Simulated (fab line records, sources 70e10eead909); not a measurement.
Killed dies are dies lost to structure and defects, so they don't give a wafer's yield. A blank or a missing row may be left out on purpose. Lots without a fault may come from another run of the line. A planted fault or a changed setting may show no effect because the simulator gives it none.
Which tool did it? | flow nand_harc | 12 lots, 36 wafers sampled, at 6 steps of a route of 1302

WHAT THE GAUGES READ, wafer by wafer
NHARC_P_M0_CD_MEAS_09: target cd 90 nm. Usual: cd_nm 89.9 nm, standard deviation 0.48.
lot  | measured     | on        | cd_nm (nm)     | flag
L736 | day 6 01:14  | cd_sem-02 | 89.5 89.9 89.5 |
L738 | day 6 17:28  | cd_sem-02 | 89.6 89.7 89.7 |
L737 | day 6 18:05  | cd_sem-02 | 90.2 90.0 89.5 |
L742 | day 8 10:40  | cd_sem-03 | 90.1 89.7 90.0 |
L743 | day 9 05:44  | cd_sem-03 | 90.4 90.9 90.8 |
L746 | day 10 04:11 | cd_sem-03 | 90.2 89.5 89.8 |
L747 | day 10 12:55 | cd_sem-02 | 89.9 89.7 90.1 |
L749 | day 11 12:11 | cd_sem-02 | 89.6 89.6 89.6 |
L751 | day 12 06:49 | cd_sem-02 | 83.5 83.4 83.2 | OFF
L754 | day 13 10:05 | cd_sem-02 | 85.3 85.0 85.2 | OFF
L758 | day 15 12:32 | cd_sem-03 | 89.9 89.9 90.4 |
L759 | day 15 18:38 | cd_sem-03 | 90.4 90.1 89.8 |

NHARC_P_M0_OVL_MEAS_10: pitch 180 nm. Usual: overlay_x_nm -0.1 nm, standard deviation 0.79; overlay_y_nm -0.2 nm, standard deviation 0.85.
lot  | measured     | on         | overlay_x_nm (nm) | overlay_y_nm (nm) | flag
L736 | day 6 01:19  | overlay-01 | -1.1 -0.3 -0.7    | 0.6 0.3 0.3       |
L738 | day 6 17:32  | overlay-01 | -0.4 -0.5 -0.6    | -0.4 0.4 0.1      |
L737 | day 6 18:10  | overlay-02 | -0.8 -0.2 -0.2    | 1.7 0.9 1.0       |
L742 | day 8 10:45  | overlay-01 | -1.3 -1.1 -0.8    | -1.0 -1.9 -1.6    |
L743 | day 9 05:49  | overlay-01 | -1.0 -0.7 -0.4    | 0.6 0.3 0.3       |
L746 | day 10 04:16 | overlay-01 | 0.5 0.5 0.9       | 1.0 0.9 1.2       |
L747 | day 10 13:01 | overlay-01 | -0.5 -0.8 -1.0    | -1.0 -0.8 -1.1    |
L749 | day 11 12:16 | overlay-02 | 0.5 -0.2 -0.4     | -0.4 -0.4 -0.3    |
L751 | day 12 06:53 | overlay-02 | 0.5 0.8 0.4       | -1.4 -1.0 -1.6    |
L754 | day 13 10:10 | overlay-01 | 0.7 0.7 0.9       | -0.1 -0.3 -0.5    |
L758 | day 15 12:38 | overlay-02 | -0.3 -0.8 -0.5    | 1.0 0.8 0.5       |
L759 | day 15 18:43 | overlay-01 | 1.6 2.1 1.8       | -0.5 -0.5 -1.0    |

NHARC_END_SORT_01. Usual: defect_limited_yield 91.7 %, standard deviation 2.8; killed_at_array 52, standard deviation 19; killed_at_other 0.8, standard deviation 1; killed_at_periphery 3.7, standard deviation 2.5; killed_dies 56, standard deviation 19; killed_open 3.5, standard deviation 2; killed_short 2.2, standard deviation 1.4; sort_bin_2_pct 2.9 %, standard deviation 1.2; sort_bin_3_pct 0.6 %, standard deviation 0.36; sort_bin_4_pct 4.8 %, standard deviation 1.6; sort_n_pass 621, standard deviation 19; sort_rim_yield_pct 92 %, standard deviation 3.9; sort_yield_pct 91.7 %, standard deviation 2.8.
lot  | measured     | on        | defect_limited_yield (%) | killed_at_array | killed_at_other | killed_at_periphery | killed_dies | killed_open | killed_short | sort_bin_2_pct (%) | sort_bin_3_pct (%) | sort_bin_4_pct (%) | sort_n_pass | sort_rim_yield_pct (%) | sort_yield_pct (%) | flag
L746 | day 28 17:27 | prober-01 | 90.5 90.5 88.5           | 62 61 70        | 0 0 0           | 2 3 8               | 64 64 78    | 3 5 7       | 1 1 4        | 3.0 2.8 4.9        | 0.6 0.7 0.7        | 5.9 5.9 5.9        | 613 613 599 | 90 88 92               | 90.5 90.5 88.5     |
L747 | day 28 17:29 | prober-02 | 94.5 91.3                | 36 54           | 0 1             | 1 4                 | 37 59       | 3 5         | 0 2          | 1.6 3.4            | 0.3 0.7            | 3.5 4.6            | 640 618     | 99 92                  | 94.5 91.3          |
L749 | day 29 20:25 | prober-01 | 95.4 96.3 94.7           | 22 20 27        | 0 0 0           | 9 5 9               | 31 25 36    | 2 2 2       | 2 2 3        | 1.5 0.9 1.5        | 0.4 0.3 0.3        | 2.7 2.5 3.5        | 646 652 641 | 95 95 95               | 95.4 96.3 94.7     |
L754 | day 32 04:50 | prober-01 | 88.3 89.7                | 74 68           | 2 0             | 3 2                 | 79 70       | 7 5         | 5 2          | 5.2 3.5            | 1.3 0.6            | 5.2 6.2            | 598 607     | 88 91                  | 88.3 89.7          |

WHICH TOOL RAN EACH LOT (tool, then ch and the chambers of the sampled wafers, then the start)
lot  | NHARC_P_GATE_DEGAS_109       | NHARC_P_GATE_RTA_82              | NHARC_P_M0_PEB_07
L736 | pvd_sputter-03, day 5 18:25  | rtp_anneal-02 ch 0, day 5 19:26  | litho_track-04 ch 0, day 6 01:09
L738 | pvd_sputter-03, day 6 10:52  | rtp_anneal-02 ch 0, day 6 11:38  | litho_track-06 ch 0, day 6 17:23
L737 | pvd_sputter-01, day 6 11:12  | rtp_anneal-02 ch 0, day 6 11:59  | litho_track-01 ch 0, day 6 18:01
L742 | pvd_sputter-03, day 8 03:55  | rtp_anneal-02 ch 0, day 8 04:40  | litho_track-01 ch 0, day 8 10:35
L743 | pvd_sputter-02, day 8 22:02  | rtp_anneal-02 ch 0, day 8 22:48  | litho_track-06 ch 0, day 9 05:39
L746 | pvd_sputter-03, day 9 21:27  | rtp_anneal-01 ch 0, day 9 22:14  | litho_track-01 ch 0, day 10 04:06
L747 | pvd_sputter-01, day 10 06:15 | rtp_anneal-01 ch 0, day 10 07:01 | litho_track-01 ch 0, day 10 12:50
L749 | pvd_sputter-02, day 11 05:32 | rtp_anneal-02 ch 0, day 11 06:19 | litho_track-04 ch 0, day 11 12:06
L751 | pvd_sputter-03, day 12 00:05 | rtp_anneal-02 ch 0, day 12 00:52 | litho_track-01 ch 0, day 12 06:44
L754 | pvd_sputter-01, day 13 03:22 | rtp_anneal-01 ch 0, day 13 04:08 | litho_track-01 ch 0, day 13 10:00
L758 | pvd_sputter-03, day 15 05:05 | rtp_anneal-02 ch 0, day 15 05:50 | litho_track-01 ch 0, day 15 12:28
L759 | pvd_sputter-02, day 15 11:38 | rtp_anneal-02 ch 0, day 15 12:25 | litho_track-01 ch 0, day 15 18:33
- NHARC_P_GATE_DEGAS_109: time 60 s.
- NHARC_P_GATE_RTA_82: time 30 s.
- NHARC_P_M0_PEB_07: peb time 65 s.

WHAT THE TOOLS THEMSELVES READ (means of the sampled wafers that have a number; where no wafer has one, the mark that the record gives instead)
NHARC_P_GATE_DEGAS_109. Usual: heater_power_w 455 W, standard deviation 29.
lot  | tool           | heater_power_w (W) | flag
L736 | pvd_sputter-03 | 433                |
L738 | pvd_sputter-03 | 465                |
L737 | pvd_sputter-01 | 444                |
L742 | pvd_sputter-03 | 462                |
L743 | pvd_sputter-02 | 486                |
L746 | pvd_sputter-03 | 435                |
L747 | pvd_sputter-01 | 451                |
L749 | pvd_sputter-02 | 471                |
L751 | pvd_sputter-03 | 430                |
L754 | pvd_sputter-01 | 445                |
L758 | pvd_sputter-03 | 462                |
L759 | pvd_sputter-02 | 444                |

NHARC_P_GATE_RTA_82. Usual: lamp_power_pct 4.03 %, standard deviation 0.17; lamp_zone_1_pct 4.03 %, standard deviation 0.17; lamp_zone_2_pct 4.03 %, standard deviation 0.17; wafer_temp_C_max 453.2, standard deviation 0.76.
lot  | tool          | lamp_power_pct (%) | lamp_zone_1_pct (%) | lamp_zone_2_pct (%) | wafer_temp_C_max | flag
L736 | rtp_anneal-02 | 3.91               | 3.91                | 3.91                | 452.5            |
L738 | rtp_anneal-02 | 3.91               | 3.91                | 3.91                | 453.0            |
L737 | rtp_anneal-02 | 3.91               | 3.91                | 3.91                | 452.8            |
L742 | rtp_anneal-02 | 3.91               | 3.91                | 3.91                | 453.3            |
L743 | rtp_anneal-02 | 3.91               | 3.91                | 3.91                | 453.5            |
L746 | rtp_anneal-01 | 4.27               | 4.27                | 4.27                | 453.7            |
L747 | rtp_anneal-01 | 4.27               | 4.27                | 4.27                | 453.6            |
L749 | rtp_anneal-02 | 3.91               | 3.91                | 3.91                | 453.5            |
L751 | rtp_anneal-02 | 3.91               | 3.91                | 3.92                | 452.9            |
L754 | rtp_anneal-01 | 4.27               | 4.27                | 4.27                | 454.0            |
L758 | rtp_anneal-02 | 3.91               | 3.91                | 3.91                | 452.7            |
L759 | rtp_anneal-02 | 3.91               | 3.91                | 3.92                | 453.2            |

NHARC_P_M0_PEB_07. Usual: heater_power_total_W 156.6 W, standard deviation 0.42; plate_temp_C 100.01 C, standard deviation 0.12.
lot  | tool           | heater_power_total_W (W) | plate_temp_C (C) | flag
L736 | litho_track-04 | 156.4                    | 100.14           |
L738 | litho_track-06 | 156.5                    | 99.88            |
L737 | litho_track-01 | 156.9                    | 100.00           |
L742 | litho_track-01 | 156.8                    | 100.12           |
L743 | litho_track-06 | 156.5                    | 100.21           |
L746 | litho_track-01 | 156.8                    | 99.90            |
L747 | litho_track-01 | 156.2                    | 100.10           |
L749 | litho_track-04 | 156.7                    | 99.97            |
L751 | litho_track-01 | 153.3                    | 98.49            | OFF
L754 | litho_track-01 | 153.6                    | 98.46            | OFF
L758 | litho_track-01 | 156.7                    | 99.82            |
L759 | litho_track-01 | 156.4                    | 99.80            |

THE ANSWER, worked out from the rows above alone
Rule: a lot is off if the mean of its wafers that have a number lies more than 3 standard deviations from the usual mean. A lot without any number at a reading at which 4 lots or more have one is off too. The other lots that the step has rows for count as sound. The gauges are gone through in route order, then the tools' own readings, and for those a lot's mean is taken as printed above. The first step at which some lot is off is used, and at that step the reading that is off furthest; a lot without a number counts as furthest.
Off: L751, L754, at NHARC_P_M0_CD_MEAS_09 (cd_nm).
A tool fits if, at a process step before that reading, it ran every lot that is off, and no sound lot after the first of them. The gauges at NHARC_P_M0_CD_MEAS_09 aren't tried: what is off there is off at NHARC_P_M0_PEB_07 too, on other tools, and a gauge's error can't cause that. None of those tried fits.

WHAT THE SIMULATOR HAD PUT IN
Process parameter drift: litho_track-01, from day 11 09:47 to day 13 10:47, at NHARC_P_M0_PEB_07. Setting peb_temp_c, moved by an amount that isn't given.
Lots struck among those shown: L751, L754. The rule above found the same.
